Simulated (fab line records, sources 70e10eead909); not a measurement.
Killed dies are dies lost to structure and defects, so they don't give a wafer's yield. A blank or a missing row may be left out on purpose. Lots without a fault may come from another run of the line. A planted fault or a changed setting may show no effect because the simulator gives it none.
A struck lot beside a sound one | flow nand_harc | 15 steps out of a route of 1159
Sound: wafers L701.1, L701.2, L701.6. Struck: wafers L714.3, L714.5. (L714.1 of the same lot was not struck and is left out.) The cause comes at the end.
At each step with rows: each side's tool, then ch and its chambers, then its first start. Under that, the readings that differ: sound wafers | struck wafers | difference of the means | sigmas: that difference in standard deviations of wafers without a fault.
alike: readings whose means differ by less than 2 such deviations, and words and numbers that are the same on both sides. not compared: withheld readings, readings that some wafer has no value for, bounds like >300 that may hide the same value, and numbers for which the record gives no deviation and whose values overlap.
The two part at a step that has a row with sigmas, a row that says differs or no value, or rows on one side only. Numbers that don't overlap but have no deviation are shown without sigmas and don't part them. A reading that every wafer of one side lacks parts them only if that side has two wafers or more.

first, 1 step without rows for these wafers: NHARC_A_CONTACT_ETCH_134 (etches the open film in C4F8/O2/Ar, time 140 s, target depth 700 nm).
NHARC_A_CONTACT_ETCH_135: etches the open film in C4F8/O2/Ar, time 132 s, target depth 1287 nm.
  sound on har_cap_etch-02 ch 0,1, day 16 21:41; struck on har_cap_etch-02 ch 1, day 20 02:25
  not compared: rf_hours_counter_h
then, 1 step without rows for these wafers: NHARC_A_CONTACT_ETCH_136 (etches the open film in C4F8/O2/Ar, time 132 s, target depth 1287 nm).
NHARC_A_CONTACT_ETCH_137: etches the open film in C4F8/O2/Ar, time 132 s, target depth 1287 nm.
  sound on har_cap_etch-02 ch 0,1, day 16 21:56; struck on har_cap_etch-02 ch 1, day 20 02:40
  not compared: rf_hours_counter_h
NHARC_A_CONTACT_ETCH_138: etches the open film in C4F8/O2/Ar, time 132 s, target depth 1289 nm.
  sound on har_cap_etch-02 ch 0,1, day 16 22:04; struck on har_cap_etch-02 ch 1, day 20 02:47
  not compared: rf_hours_counter_h
then, 2 steps without rows for these wafers: NHARC_A_CONTACT_ETCH_139 (etches the open film in C4F8/O2/Ar, time 137 s, target depth 590 nm); NHARC_A_CONTACT_ETCH_92 (etches the open film in CH3F/O2, target depth 40 nm, time 85.7 s).
NHARC_A_CONTACT_ETCH_98: etches the open film in C4F6/O2, target depth 20 nm, time 10 s.
  sound on rie_diel-01 ch 0,2; struck on rie_diel-12 ch 1,3
  alike: drypump_motor_current_A, mfc_ar_sccm, oes_product_au, rf_vpp_V, showerhead_plenum_p_Torr, throttle_valve_pct
  not compared: rf_hours_counter_h
NHARC_A_CONTACT_CD_MEAS_15:
  sound on cd_sem-03, day 16 22:50; struck on cd_sem-01, day 20 03:34
  alike: cd_nm
then, 3 steps without rows for these wafers: NHARC_A_CONTACT_STRIP_107 (strips in N2/H2); NHARC_A_CONTACT_STRIP_108 (strips in CF4/CHF3); NHARC_A_CONTACT_STRIP_109 (strips in O2/COS).
NHARC_A_CONTACT_ETCH_110: etches the open film in CF4/O2, target depth 50 nm, overetch 5 nm, time 27.5 s.
  sound on rie_diel-01 ch 0,1,2, day 16 23:08; struck on rie_diel-01 ch 0, day 20 04:05
  reading               | sound             | struck      | difference | sigmas
  oes_product_au (a.u.) | 1.013 1.011 0.988 | 0.932 0.932 | -0.072     | -7
  alike: drypump_motor_current_A, mfc_ar_sccm, rf_vpp_V, showerhead_plenum_p_Torr, throttle_valve_pct
  not compared: rf_hours_counter_h
NHARC_A_CONTACT_STRIP_26: strips in O2.
  sound on rie_diel-01 ch 0,3; struck on rie_diel-01 ch 1
  alike: drypump_motor_current_A, mfc_ar_sccm, oes_product_au, rf_vpp_V, showerhead_plenum_p_Torr, throttle_valve_pct
  not compared: rf_hours_counter_h
-- the record jumps here: 2 days lie between the struck wafers' starts before and after (it left off in module A_CONTACT and takes up again in module END, whose first step shown is number 1159 of the route) --
NHARC_END_SORT_01:
  the record has rows for the struck wafers here (prober-02 ch 0, day 22 09:56) and none for the sound ones

WHERE THEY PART
First at NHARC_A_CONTACT_ETCH_110; last, within this record, at NHARC_END_SORT_01.

WHY: what the simulator had put in
Process parameter drift: rie_diel-01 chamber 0, from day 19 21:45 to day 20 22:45, at NHARC_A_CONTACT_ETCH_110. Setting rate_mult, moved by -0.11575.
